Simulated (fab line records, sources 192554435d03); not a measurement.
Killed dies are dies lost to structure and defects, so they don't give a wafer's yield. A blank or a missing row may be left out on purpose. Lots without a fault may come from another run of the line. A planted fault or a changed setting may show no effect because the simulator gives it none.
Split-lot experiment | flow n5_finfet | 7 lots, 21 wafers read, on a route of 1938 steps

THE SPLIT
At N5_MIM_BOT_LITHO_EXPOSE_05 (exposes mask MIM BOT), the setting dose_mj was moved away from the recipe's 24.25 on 5 of the 21 wafers read, by -5.2% to +3.1%. The other wafers ran this setting at the recipe's value.

FROM THE SPLIT TO THE READING: what the file shows between them, 3 steps
- N5_MIM_BOT_LITHO_PEB_06
- N5_MIM_BOT_LITHO_DEVELOP_07: develop time 60 s
- N5_MIM_BOT_LITHO_HARDBAKE_09: time 120 s

THE READING
cd_nm, in nm, at N5_MIM_BOT_LITHO_CD_MEAS_08 (target cd 3000 nm). Fault-free wafers of this fab line usually give 2999.6 nm, standard deviation 1.7 nm.

wafer  | tool, chamber at the split | dose_mj as run | against the recipe | cd_nm, nm | against lot-mates on the recipe
L076.2 | krf_scanner-02, 0          | 25             | +3.1%              | 3003.0    | +7.3
L076.4 | krf_scanner-02, 0          | 25             | +3.1%              | 3002.5    | +6.8
L076.5 | krf_scanner-02, 0          | 24.25          | recipe             | 2995.7    | -
L082.1 | krf_scanner-01, 0          | 24.25          | recipe             | 2999.0    | -
L082.2 | krf_scanner-01, 0          | 24.25          | recipe             | 2998.7    | -
L082.3 | krf_scanner-01, 0          | 24.25          | recipe             | 2999.1    | -
L087.2 | krf_scanner-02, 0          | 24.25          | recipe             | 2999.9    | -
L087.3 | krf_scanner-02, 0          | 24.25          | recipe             | 3002.2    | -
L087.6 | krf_scanner-02, 0          | 24.25          | recipe             | 3003.7    | -
L088.4 | krf_scanner-02, 0          | 24.25          | recipe             | 2997.5    | -
L088.5 | krf_scanner-02, 0          | 24.25          | recipe             | 2999.0    | -
L088.6 | krf_scanner-02, 0          | 22.99          | -5.2%              | 2988.5    | -9.8
L086.2 | krf_scanner-02, 0          | 24.25          | recipe             | 2997.1    | -
L086.5 | krf_scanner-02, 0          | 24.25          | recipe             | 2998.4    | -
L086.6 | krf_scanner-02, 0          | 24.25          | recipe             | 2998.2    | -
L089.1 | krf_scanner-01, 0          | 24.25          | recipe             | 2999.6    | -
L089.5 | krf_scanner-01, 0          | 23.14          | -4.6%              | 2989.6    | -11.0
L089.6 | krf_scanner-01, 0          | 24.25          | recipe             | 3001.5    | -
L091.3 | krf_scanner-01, 0          | 24.25          | recipe             | 3000.8    | -
L091.4 | krf_scanner-01, 0          | 23.14          | -4.6%              | 2994.4    | -5.8
L091.5 | krf_scanner-01, 0          | 24.25          | recipe             | 2999.6    | -

THE FIT
A straight line over all 21 wafers: cd_nm changes by +1.62 nm for each +1% of dose_mj; r = +0.86; the points scatter about the line by 2.1 nm.
The same after taking each lot's own level away (the mean of its wafers on the recipe; 21 wafers): +1.96 nm for each +1%; r = +0.96; scatter 1.2 nm.
On that fit, the largest move of dose_mj shifts the reading by 10 nm.
The lots' own levels span 2995.70 to 3001.93 nm, that is 3.7 times the standard deviation above.
So the lot-to-lot level changes the slope: the two fits differ.
Check: with one of the wafers moved furthest among these (-5.2%) left out of the fit, the line predicts -10.1 nm for it against its lot-mates. It came out at -9.75 nm against them.

OTHER SPLITS ON THESE WAFERS
These wafers also went through other splits before the reading. Each is held against what the fit with the lots' levels taken away leaves over:
other split on the same wafers    | wafers away from the commonest value | r with cd_nm (lot level and that fit taken away)
N5_BEOL_M14_TRENCH_ETCH_34 time_s | 6                                    | -0.02

THE FILE'S OWN FIT
cd_nm changes by +1.9 nm for each +1% of dose_mj, r = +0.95.
